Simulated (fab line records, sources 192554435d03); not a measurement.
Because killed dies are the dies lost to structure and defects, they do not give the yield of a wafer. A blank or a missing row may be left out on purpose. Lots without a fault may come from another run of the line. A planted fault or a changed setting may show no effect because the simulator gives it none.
fab line records | flow n5_finfet
[record] lots = 11 wafers = 31 last_day = 17
route steps=1938 shown BEOL_M12@1618 PASSIVATION@1936
lots with no fault: from the same line, run without faults
start_h: hours from the record's opening day to when the first of the lot's shown wafers began | wait_h: hours elapsed since this lot's preceding step | " unchanged from the row above | L1.1+2: one row covering several wafers at once | - either no value or no given start | * or withheld: withheld | < > ~ a bound
route shown NAME@n: NAME is a module with steps in the file, n the number in the route of the first one | usual: average and standard deviation across the fault-free wafers | same: alike in all rows | chamber/n: place in a boat | sites: the reading at each site | _std_site: standard deviation of those values | _edge_site: the outer-site mean with the inner-site mean subtracted | radius_mm: how far each site lies from the wafer's centre | mask NAME#n: copy n | behind: the most recent tool/chamber to have shaped the wafer | hold: cause of the lot's hold/its duration in hours/its outcome | device: the transistor (n, p or np) that didn't switch | end of line: the same wafers' tests at the end of the route | a step without rows: its recipe alone | killed: the dies lost at the first sort to structure and to defects; this is not the yield of the wafer | map: the dies of a wafer, with x for killed, . for not killed, _ for no die there
set.NAME: setting as actually run; set.NAME@STEP: the setting as run at that earlier step | model.NAME: the simulator's own value behind a step, which no gauge read
steps of the route over a sample of lots; a table a step, a row a wafer
services: when a tool's chamber went out of use (start_h, in hours from the record's first day, below 0 if earlier), for how many hours, and the reason
[[steps]]
[step N5_BEOL_M12_STRIP_63]
[recipe] chemistry = N2/H2 power_w = 1000 temp_c = 250 h2_frac = 0.65 overash_fraction = 0.3 pressure_mtorr = 1000 n2_flow_sccm = 1750 h2_flow_sccm = 3250
[usual] drypump_motor_current_A = 5.6/0.46 heater_power_w = 355/38 oes_product_au = 0.693/0.0044 strip_time_to_endpoint_s = 42.8/0.76
// columns lot.wafer tool chamber start_h wait_h drypump_motor_current_A heater_power_w oes_product_au rf_hours_counter_h strip_time_to_endpoint_s
L243.2 plasma_asher-01 0 246.88 - 6.0 328 0.693 69 41.9
L243.4 " 0 " " 6.1 333 0.696 - 41.7
L243.6 " 0 " " 6.1 332 0.692 - 42.5
L246.1 plasma_asher-01 1 251.30 - 4.9 348 0.691 70 43.5
L246.2 " 0 " " 6.0 319 0.691 70 43.8
L246.5 " 1 " " 4.9 344 0.702 - 41.6
L249.2 plasma_asher-02 0 276.88 - 6.0 329 0.697 133 43.9
L249.3 " 0 " " 6.0 331 0.699 - 44.3
L249.4 " 1 " " 5.4 417 0.695 - 42.9
L252.2 plasma_asher-02 0 294.66 - 6.0 329 0.692 136 42.4
L252.3 " 1 " " 5.4 429 0.699 - 42.8
L252.6 " 1 " " 5.4 425 0.692 - 42.5
L251.1 plasma_asher-02 1 302.66 - 5.4 420 0.692 137 43.1
L251.4 " 0 " " 6.0 332 0.688 - 42.1
L251.5 " 1 " " 5.4 416 0.695 - 42.4
L256.1 plasma_asher-02 0 324.07 - 5.9 318 0.690 142 43.5
L256.5 " 1 " " 5.4 418 0.695 - 42.2
L256.6 " 0 " " 6.0 332 0.694 - 41.4
L258.1 plasma_asher-02 1 331.52 - 5.4 426 0.691 144 43.9
L258.4 " 1 " " 5.4 418 0.690 - 43.6
L259.1 plasma_asher-01 1 342.56 - 4.9 360 0.702 88 42.7
L259.4 " 1 " " 4.9 355 0.696 - 42.5
L259.5 " 0 " " 6.0 316 0.693 - 42.4
L261.5 plasma_asher-01 1 350.35 - 4.9 351 0.698 - 42.6
L261.6 " 0 " " 6.0 326 0.696 - 41.5
L262.2 plasma_asher-01 1 366.30 - 4.9 333 0.693 93 42.6
L262.3 " 0 " " 6.0 332 0.695 - 43.4
L262.4 " 1 " " 4.9 351 0.694 - 42.6
L263.3 plasma_asher-01 0 367.46 - 6.1 333 0.699 - 41.8
L263.5 " 1 " " 4.9 349 0.684 - 43.2
L263.6 " 0 " " 6.0 321 0.693 - 42.0
[step N5_BEOL_M12_DESCUM_33]
[recipe] chemistry = O2 time_s = 7.9 source_power_w = 50 bias_power_w = 20 pressure_mtorr = 20 rf_frequency_hz = 2.712e+07 temp_c = 40 o2_flow_sccm = 225
[usual] drypump_motor_current_A = 5.9/0.36 oes_product_au = 0.83/0.069 rf_vpp_V = 243.3/1.2 showerhead_plenum_p_Torr = 2.11/0.057 throttle_valve_pct = 20.45/0.23
// columns lot.wafer tool chamber start_h wait_h drypump_motor_current_A oes_product_au rf_hours_counter_h rf_vpp_V showerhead_plenum_p_Torr throttle_valve_pct
L243.2 rie_diel-02 1 247.63 0.2 5.5 0.71 231 244.2 2.16 20.83
L243.4 " 0 " " 6.0 0.83 83 243.3 2.12 20.22
L243.6 " 0 " " 6.0 0.82 - 243.2 2.12 20.24
L246.1 rie_diel-02 2 252.33 0.3 6.2 0.85 70 242.6 2.12 20.13
L246.2 " 1 " " 5.5 0.70 234 244.3 2.15 20.84
L246.5 " 2 " " 6.2 0.85 - 243.0 2.12 20.15
L249.2 rie_diel-06 1 277.63 0.0 6.6 0.86 50 243.8 2.14 20.75
L249.3 " 2 " " 5.7 0.83 76 242.4 2.02 20.32
L249.4 " 3 " " 5.4 0.66 241 243.9 2.05 20.77
L252.2 rie_diel-06 0 295.35 0.1 6.2 0.83 67 242.7 2.04 20.67
L252.3 " 2 " " 5.7 0.83 82 242.0 2.02 20.32
L252.6 " 2 " " 5.7 0.83 - 241.9 2.02 20.30
L251.1 rie_diel-02 2 303.36 0.1 6.2 0.84 87 244.0 2.12 20.16
L251.4 " 3 " " 5.5 0.82 - 243.0 2.15 20.21
L251.5 " 0 " " 6.0 0.80 - 243.3 2.11 20.27
L256.1 rie_diel-06 0 324.85 0.1 6.2 0.82 78 242.3 2.03 20.70
L256.5 " 3 " " 5.4 1.01 - 242.7 2.05 20.37
L256.6 " 2 " " 5.7 0.82 - 243.3 2.02 20.34
L258.1 rie_diel-02 2 332.43 0.2 6.2 0.82 100 242.2 2.11 20.18
L258.4 " 3 " " 5.5 0.79 74 244.0 2.14 20.24
L259.1 rie_diel-01 2 343.20 0.1 5.9 0.93 22 243.4 2.15 20.37
L259.4 " 3 " " 5.3 0.82 87 247.0 2.22 20.73
L259.5 " 1 " " 6.1 0.84 - 242.9 2.05 20.40
L261.5 rie_diel-01 2 351.38 0.0 5.9 0.92 - 244.9 2.15 20.38
L261.6 " 3 " " 5.3 0.81 - 244.7 2.22 20.76
L262.2 rie_diel-06 1 367.38 0.4 6.5 0.83 84 243.0 2.13 20.80
L262.3 " 0 " " 6.2 0.80 93 242.3 2.03 20.71
L262.4 " 2 " " 5.7 0.80 111 241.9 2.01 20.37
L263.3 rie_diel-06 0 368.06 0.0 6.2 0.80 93 241.2 2.03 20.70
L263.5 " 3 " " 5.4 0.95 - 240.8 2.04 20.38
L263.6 " 2 " " 5.7 0.79 - 240.8 2.01 20.37
[step N5_BEOL_M12_ETCH_38]
[recipe] chemistry = CF4/N2 target = SiCN target_depth_a = 687 taper_deg = 2 time_s = 73.4 ion_energy_ev = 150 mask_material = SiO2 pressure_mtorr = 40 source_w = 430 bias_w = 70 Ar_flow_sccm = 100 cf4_flow_sccm = 60 n2_flow_sccm = 60
[usual] drypump_motor_current_A = 5.8/0.34 oes_product_au = 0.83/0.065 rf_vpp_V = 382.9/1.7 showerhead_plenum_p_Torr = 2.23/0.061 throttle_valve_pct = 15.34/0.21
// columns lot.wafer tool chamber start_h wait_h drypump_motor_current_A oes_product_au rf_hours_counter_h rf_vpp_V showerhead_plenum_p_Torr throttle_valve_pct
L243.2 rie_diel-06 3 248.27 - 5.4 0.67 230 382.1 2.18 15.81
L243.4 " 1 " " 6.5 0.87 41 381.0 2.24 15.52
L243.6 " 3 " " 5.4 0.65 - 382.5 2.18 15.84
L246.1 rie_diel-06 3 255.16 - 5.3 0.67 233 381.7 2.18 15.84
L246.2 " 0 " " 6.2 0.87 52 380.4 2.15 15.50
L246.5 " 3 " " 5.3 0.66 - 380.4 2.18 15.83
L249.2 rie_diel-01 0 283.60 - 6.0 0.82 87 385.6 2.32 15.37
L249.3 " 1 " " 6.1 0.86 34 381.1 2.15 15.22
L249.4 " 2 " " 5.9 0.98 3 382.6 2.25 15.16
L252.2 rie_diel-02 1 300.57 - 5.5 0.69 249 383.0 2.26 15.96
L252.3 " 2 " " 6.2 0.83 86 384.0 2.21 15.06
L252.6 " 3 " " 5.5 0.81 - 382.7 2.24 15.07
L251.1 rie_diel-06 1 304.10 - 6.6 0.85 60 382.2 2.23 15.56
L251.4 " 0 " " 6.2 0.85 - 380.3 2.15 15.57
L251.5 " 1 " " 6.5 0.86 - 383.1 2.23 15.57
L256.1 rie_diel-02 0 325.60 - 6.0 0.79 111 383.6 2.21 15.27
L256.5 " 1 " " 5.5 0.97 - 382.6 2.26 15.48
L256.6 " 0 " " 6.0 0.79 - 381.8 2.21 15.29
L258.1 rie_diel-02 0 333.62 - 6.0 1.09 113 382.5 2.21 15.29
L258.4 " 2 " " 6.2 1.13 100 380.9 2.21 15.09
L259.1 rie_diel-02 1 347.13 - 5.5 1.31 11 384.3 2.26 15.53
L259.4 " 0 " " 6.0 1.09 119 383.1 2.21 15.31
L259.5 " 0 " " 6.0 0.79 - 383.1 2.21 15.29
L261.5 rie_diel-01 1 353.90 - 6.1 0.83 - 380.3 2.14 15.25
L261.6 " 2 " " 5.9 0.92 - 383.8 2.24 15.21
L262.2 rie_diel-01 2 370.41 - 5.9 0.90 34 382.9 2.24 15.22
L262.3 " 0 " " 6.1 0.78 121 384.6 2.30 15.42
L262.4 " 1 " " 6.0 0.82 68 379.9 2.14 15.26
L263.3 rie_diel-01 0 370.60 - 6.0 0.78 121 386.0 2.30 15.40
L263.5 " 0 " " 6.0 0.77 - 385.7 2.30 15.43
L263.6 " 3 " " 5.3 0.80 - 383.8 2.32 15.64
[step N5_BEOL_M12_PRE_CLEAN_42]
[recipe] gas = H2/He time_s = 30 temp_c = 250
[usual] heater_power_w = 328/28
// columns lot.wafer tool chamber start_h wait_h heater_power_w
L243.2 pvd_sputter-01 - 248.73 0.0 363
L243.4 " - " " 345
L243.6 " - " " 346
L246.1 pvd_sputter-01 - 255.77 0.0 341
L246.2 " - " " 354
L246.5 " - " " 347
L249.2 pvd_sputter-01 - 284.04 0.0 348
L249.3 " - " " 348
L249.4 " - " " 363
L252.2 pvd_sputter-01 - 301.05 0.0 341
L252.3 " - " " 361
L252.6 " - " " 349
L251.1 pvd_sputter-01 - 304.39 0.0 361
L251.4 " - " " 346
L251.5 " - " " 361
L256.1 pvd_sputter-02 - 326.16 0.0 274
L256.5 " - " " 315
L256.6 " - " " 340
L258.1 pvd_sputter-02 - 336.01 0.0 330
L258.4 " - " " 311
L259.1 pvd_sputter-02 - 347.86 0.0 331
L259.4 " - " " 333
L259.5 " - " " 337
L261.5 pvd_sputter-01 - 354.38 0.0 346
L261.6 " - " " 349
L262.2 pvd_sputter-03 - 371.06 0.0 297
L262.3 " - " " 297
L262.4 " - " " 272
L263.3 pvd_sputter-01 - 371.07 0.0 355
L263.5 " - " " 347
L263.6 " - " " 341
[step N5_PASSIVATION_PROBE_49]
[usual] defect_limited_yield = 91.2/1.3 killed_at_M0_to_M3 = 34/10 killed_at_M4_up = 13/4.6 killed_at_contacts = 13/5.5 killed_at_front_end = 41/12 killed_at_other = 2.8/2.4 killed_dies = 104/16 killed_open = 67/12 killed_short = 33/7.2 sort_bin_4_leakage = 0.00/0.012 sort_bin_5_function = 5.1/0.86 sort_bin_6_memory = 3.3/0.62 sort_n_pass = 1076/16 sort_yield_pct = 91.2/1.3
[same] gross_dies = 1180 killed_at_back_side = 0 sort_bin_8_speed[%] = 0
// columns lot.wafer tool chamber start_h wait_h defect_limited_yield[%] killed_at_M0_to_M3 killed_at_M4_up killed_at_contacts killed_at_front_end killed_at_other killed_dies killed_open killed_short sort_bin_4_leakage[%] sort_bin_5_function[%] sort_bin_6_memory[%] sort_n_pass sort_yield_pct[%]
L259.1 prober-02 - 385.30 0.0 90.7 32 13 14 44 7 110 61 44 0 5.4 3.3 1070 90.7
L259.4 prober-02 - 385.45 0.2 91.9 44 9 10 32 1 96 67 22 0 4.4 3.3 1084 91.9
L259.5 prober-02 - 385.50 0.2 93.4 28 8 8 30 4 78 44 32 0 3.7 2.6 1102 93.4
// killed by level:class
L259.1 FIN_SAQP:geometric_particle:short=14 MOL_CONTACT_COAG:geometric_particle:open=13 FIN_SAQP:geometric_particle:open=6 BEOL_M2:geometric_particle:open=6 BEOL_M4:geometric_particle:open=6 GATE_CUT:geometric_particle:open=5 BEOL_M0_SAQP:geometric_particle:open=5 GATE_CUT:geometric_particle:short=4
L259.4 BEOL_M2:geometric_particle:open=11 BEOL_M1:geometric_particle:open=9 MOL_CONTACT_COAG:geometric_particle:open=7 BEOL_M4:geometric_particle:open=7 FIN_SAQP:geometric_particle:open=6 DUMMY_GATE:geometric_particle:open=6 BEOL_M3:geometric_particle:open=6 BEOL_M3:geometric_particle:short=6
L259.5 BEOL_M0_SAQP:geometric_particle:short=9 FIN_SAQP:geometric_particle:short=6 FIN_SAQP:geometric_particle:open=5 BEOL_M0_SAQP:geometric_particle:open=5 MOL_CONTACT_COAG:geometric_particle:open=5 GATE_CUT:geometric_particle:short=4 BEOL_M2:geometric_particle:open=4 STI_FIN_REVEAL:geometric_particle:open=3
[[services]]
// columns tool chamber start_h hours kind
rie_diel-01 2 254.45 7.3 repair
rie_diel-01 2 261.77 - clean
rie_diel-01 2 261.77 - consumable_replace:focus_ring
rie_diel-01 2 261.77 11.2 scheduled_down
rie_diel-01 2 261.77 11.2 vent_cycle
rie_diel-02 1 302.20 - clean
rie_diel-02 1 302.20 - consumable_replace:focus_ring
rie_diel-02 1 302.20 17.0 scheduled_down
rie_diel-02 1 302.20 17.0 vent_cycle
rie_diel-06 3 303.32 - clean
rie_diel-06 3 303.32 - consumable_replace:focus_ring
rie_diel-06 3 303.32 15.4 scheduled_down
rie_diel-06 3 303.32 15.4 vent_cycle
rie_diel-01 2 315.73 7.1 repair
rie_diel-02 3 350.59 13.3 repair
plasma_asher-02 - 363.95 6.6 repair
pvd_sputter-02 - 366.38 0.7 repair
[[key]]
[first_sign] step = N5_BEOL_M12_ETCH_38 reading = oes_product_au direction = up sigmas = 4.9 usual = 0.83 struck = 1.15
effect none on later readings
met_at N5_BEOL_M12_ETCH_38
struck_lots L258,L259
struck_wafers L258.1,L258.4,L259.1,L259.4
not_acting_at N5_BEOL_M12_STRIP_63,N5_BEOL_M12_DESCUM_33,N5_BEOL_M12_PRE_CLEAN_42
onset_between 325.60 333.62
[fault] kind = process_parameter_drift tool = rie_diel-02 chamber = - onset_h = 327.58 steps = N5_BEOL_M12_ETCH_38 channel = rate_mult offset = 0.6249 shape = step end_h = 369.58 scope = struck_wafers_only
